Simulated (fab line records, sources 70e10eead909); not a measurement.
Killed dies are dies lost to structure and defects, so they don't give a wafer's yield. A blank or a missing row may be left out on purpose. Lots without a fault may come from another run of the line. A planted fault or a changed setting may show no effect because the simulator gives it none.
Chamber matching | flow nand_harc | NHARC_P_M2_STRIP_18 on rie_diel-02: 4 sister chambers
The step strips in N2/H2. 20 wafers are shown with their chamber, then 10 later ones without.

WAFERS WITH THEIR CHAMBER
wafer  | chamber | showerhead_plenum_p_Torr (Torr) | drypump_motor_current_A (A) | oes_product_au (a.u.)
L078.1 | 1       | 1.98                            | 4.9                         | 0.994
L078.3 | 3       | 1.94                            | 5.5                         | 0.987
L078.5 | 3       | 1.94                            | 5.5                         | 0.985
L079.3 | 0       | 1.96                            | 6.6                         | 0.974
L079.5 | 1       | 1.98                            | 4.9                         | 0.997
L079.6 | 0       | 1.96                            | 6.6                         | 0.972
L084.2 | 3       | 1.94                            | 5.5                         | 0.988
L084.3 | 1       | 1.98                            | 4.9                         | 0.991
L084.6 | 0       | 1.95                            | 6.6                         | 0.979
L085.2 | 2       | 2.18                            | 6.2                         | 0.988
L085.3 | 0       | 1.95                            | 6.6                         | 0.979
L085.4 | 3       | 1.94                            | 5.5                         | 0.975
L088.2 | 1       | 1.98                            | 4.9                         | 0.994
L088.3 | 3       | 1.94                            | 5.4                         | 0.990
L088.5 | 1       | 1.98                            | 4.9                         | 0.990
L090.1 | 2       | 2.18                            | 6.2                         | 0.994
L090.3 | 1       | 1.98                            | 4.9                         | 0.983
L090.6 | 1       | 1.98                            | 4.9                         | 0.992
L092.1 | 1       | 1.98                            | 4.9                         | 0.999
L092.2 | 2       | 2.18                            | 6.2                         | 0.991

SIGNATURES (means of the wafers above)
reading                  | chamber 0 | chamber 1 | chamber 2 | chamber 3 | scatter within a chamber
showerhead_plenum_p_Torr | 1.9550    | 1.9800    | 2.1800    | 1.9400    | 0.0025
drypump_motor_current_A  | 6.600     | 4.900     | 6.200     | 5.480     | 0.0224
oes_product_au           | 0.97600   | 0.99250   | 0.99100   | 0.98500   | 0.00474
Rule: a wafer's distance from a chamber is the root of the sum, over the readings, of the square of ((its reading less the chamber's mean) divided by the reading's scatter). The wafer belongs to the nearest chamber; if the next one is less than 2 further off, it can't be placed. The scatter: the root of (the sum of the squares of (reading less its chamber's mean) over the shown wafers, divided by (wafers less chambers)).

WAFERS WITHOUT THEIR CHAMBER
wafer  | showerhead_plenum_p_Torr (Torr) | drypump_motor_current_A (A) | oes_product_au (a.u.)
L092.5 | 1.94                            | 5.5                         | 0.975
L094.1 | 1.98                            | 4.9                         | 0.987
L094.4 | 2.18                            | 6.2                         | 0.993
L094.5 | 1.98                            | 5.0                         | 0.997
L096.1 | 1.94                            | 5.5                         | 0.981
L096.5 | 1.98                            | 4.9                         | 1.007
L096.6 | 2.18                            | 6.2                         | 1.007
L097.1 | 1.98                            | 4.9                         | 0.987
L097.4 | 1.94                            | 5.5                         | 0.976
L097.5 | 2.18                            | 6.2                         | 1.001

WHICH CHAMBER EACH WENT THROUGH
wafer  | from the rows above | in truth
L092.5 | 3                   | 3
L094.1 | 1                   | 1
L094.4 | 2                   | 2
L094.5 | 1                   | 1
L096.1 | 3                   | 3
L096.5 | 1                   | 1
L096.6 | 2                   | 2
L097.1 | 1                   | 1
L097.4 | 3                   | 3
L097.5 | 2                   | 2
Placed correctly: 10 of 10. Can't be placed from these rows: 0. Placed wrongly: 0.
